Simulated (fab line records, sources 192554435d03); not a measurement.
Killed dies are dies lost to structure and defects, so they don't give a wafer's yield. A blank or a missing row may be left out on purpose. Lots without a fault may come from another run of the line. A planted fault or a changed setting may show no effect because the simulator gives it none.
Split-lot experiment | flow n5_finfet | 7 lots, 39 wafers read, on a route of 1938 steps

THE SPLIT
At N5_BEOL_M14_ETCH_68 (etches SOC in N2/H2, time 450 s), the setting time_s was moved away from the recipe's 450 s on 15 of the 39 wafers read, by -59.8% to +57.0%. The other wafers ran this setting at the recipe's value.

The reading is taken at the split's own step.

THE READING
SiARC_of_BEOL_M14_COAT_66.thk_nm (the simulator's own value, which no gauge read), in nm, at N5_BEOL_M14_ETCH_68 (etches SOC in N2/H2, time 450 s). The file gives no usual value for it. The 24 wafers here that ran the recipe average 64.7 nm, standard deviation 1 nm.

wafer  | tool, chamber at the split | time_s as run, s | against the recipe | SiARC_of_BEOL_M14_COAT_66.thk_nm, nm | against lot-mates on the recipe
L080.1 | rie_diel-04, 0             | 450              | recipe             | 64                                   | -
L080.2 | rie_diel-04, 2,1           | 450              | recipe             | 63.8                                 | -
L080.3 | rie_diel-04, 2,1           | 450              | recipe             | 63.8                                 | -
L081.1 | rie_diel-04, 3             | 450              | recipe             | 65.2                                 | -
L081.2 | rie_diel-04, 1             | 358.7            | -20.3%             | 73.8                                 | +9.3
L081.3 | rie_diel-04, 2             | 358.7            | -20.3%             | 73.2                                 | +8.7
L081.4 | rie_diel-04, 0             | 450              | recipe             | 63.6                                 | -
L081.5 | rie_diel-04, 1             | 450              | recipe             | 64.6                                 | -
L081.6 | rie_diel-04, 0             | 358.7            | -20.3%             | 73.6                                 | +9.1
L083.1 | rie_diel-02, 0             | 450              | recipe             | 66.2                                 | -
L083.2 | rie_diel-02, 1             | 693.8            | +54.2%             | 41.4                                 | -24.2
L083.3 | rie_diel-02, 2             | 693.8            | +54.2%             | 42                                   | -23.6
L083.4 | rie_diel-02, 3             | 450              | recipe             | 65.2                                 | -
L083.5 | rie_diel-02, 2             | 450              | recipe             | 65.4                                 | -
L083.6 | rie_diel-02, 1             | 693.8            | +54.2%             | 41.6                                 | -24.0
L087.1 | rie_diel-01, 2             | 450              | recipe             | 65.4                                 | -
L087.4 | rie_diel-01, 2             | 450              | recipe             | 65.4                                 | -
L087.2 | rie_diel-01, 3             | 706.3            | +57.0%             | 40                                   | -25.5
L087.3 | rie_diel-01, 1             | 706.3            | +57.0%             | 39                                   | -26.5
L087.5 | rie_diel-01, 1             | 450              | recipe             | 65.8                                 | -
L087.6 | rie_diel-01, 3             | 706.3            | +57.0%             | 40.2                                 | -25.3
L086.1 | rie_diel-02, 3             | 659.5            | +46.6%             | 45.4                                 | -21.0
L086.2 | rie_diel-02, 1             | 659.5            | +46.6%             | 45.6                                 | -20.8
L086.3 | rie_diel-02, 0             | 659.5            | +46.6%             | 46                                   | -20.4
L086.4 | rie_diel-02, 2,0,3         | 450              | recipe             | 66.4                                 | -
L086.5 | rie_diel-02, 2,0,3         | 450              | recipe             | 66.4                                 | -
L086.6 | rie_diel-02, 2,0,3         | 450              | recipe             | 66.4                                 | -
L090.1 | rie_diel-04, 3             | 450              | recipe             | 64.6                                 | -
L090.2 | rie_diel-04, 1             | 450              | recipe             | 63.8                                 | -
L090.3 | rie_diel-04, 0             | 450              | recipe             | 63.4                                 | -
L090.4 | rie_diel-04, 2,0           | 450              | recipe             | 64                                   | -
L090.5 | rie_diel-04, 2,0           | 450              | recipe             | 64                                   | -
L090.6 | rie_diel-04, 3             | 450              | recipe             | 64.8                                 | -
L089.1 | rie_diel-04, 3             | 181.1            | -59.8%             | 91.6                                 | +28.0
L089.2 | rie_diel-04, 1             | 450              | recipe             | 63.6                                 | -
L089.3 | rie_diel-04, 0             | 450              | recipe             | 63.4                                 | -
L089.4 | rie_diel-04, 2             | 450              | recipe             | 63.8                                 | -
L089.5 | rie_diel-04, 3             | 181.1            | -59.8%             | 91.8                                 | +28.2
L089.6 | rie_diel-04, 0             | 181.1            | -59.8%             | 91.2                                 | +27.6
Where a row lists several chambers, the file gives one row for several wafers and doesn't say which wafer went through which chamber.

THE FIT
A straight line over all 39 wafers: SiARC_of_BEOL_M14_COAT_66.thk_nm changes by -0.434 nm for each +1% of time_s; r = -1.00; the points scatter about the line by 0.93 nm.
The same after taking each lot's own level away (the mean of its wafers on the recipe; 39 wafers): -0.454 nm for each +1%; r = -1.00; scatter 0.47 nm.
On that fit, the largest move of time_s shifts the reading by 27 nm.
The lots' own levels span 63.60 to 66.40 nm, that is 2.8 times the standard deviation above.
So the lot-to-lot level changes the slope little: the two slopes agree.
Check: with one of the wafers moved furthest among these (-59.8%) left out of the fit, the line predicts +27.1 nm for it against its lot-mates. It came out at +28 nm against them.

OTHER SPLITS ON THESE WAFERS
These wafers also went through other splits before the reading. Each is held against what the fit with the lots' levels taken away leaves over:
other split on the same wafers            | wafers away from the commonest value | r with SiARC_of_BEOL_M14_COAT_66.thk_nm (lot level and that fit taken away)
N5_BEOL_M0_TRENCH_ETCH_107 target_depth_a | 18                                   | +0.08
N5_BEOL_M2_ILD_DEP_00 time_s              | 15                                   | -0.06
N5_BEOL_M5_CVD_47 target_thk_a            | 15                                   | +0.27
N5_BEOL_M7_DEP_56 target_thk_a            | 12                                   | +0.02
N5_BEOL_M11_PECVD_70 time_s               | 9                                    | +0.16
N5_BEOL_M12_SPUTTER_43 time_s             | 12                                   | -0.06

THE FILE'S OWN FIT
SiARC_of_BEOL_M14_COAT_66.thk_nm changes by -0.453 nm for each +1% of time_s, r = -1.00.
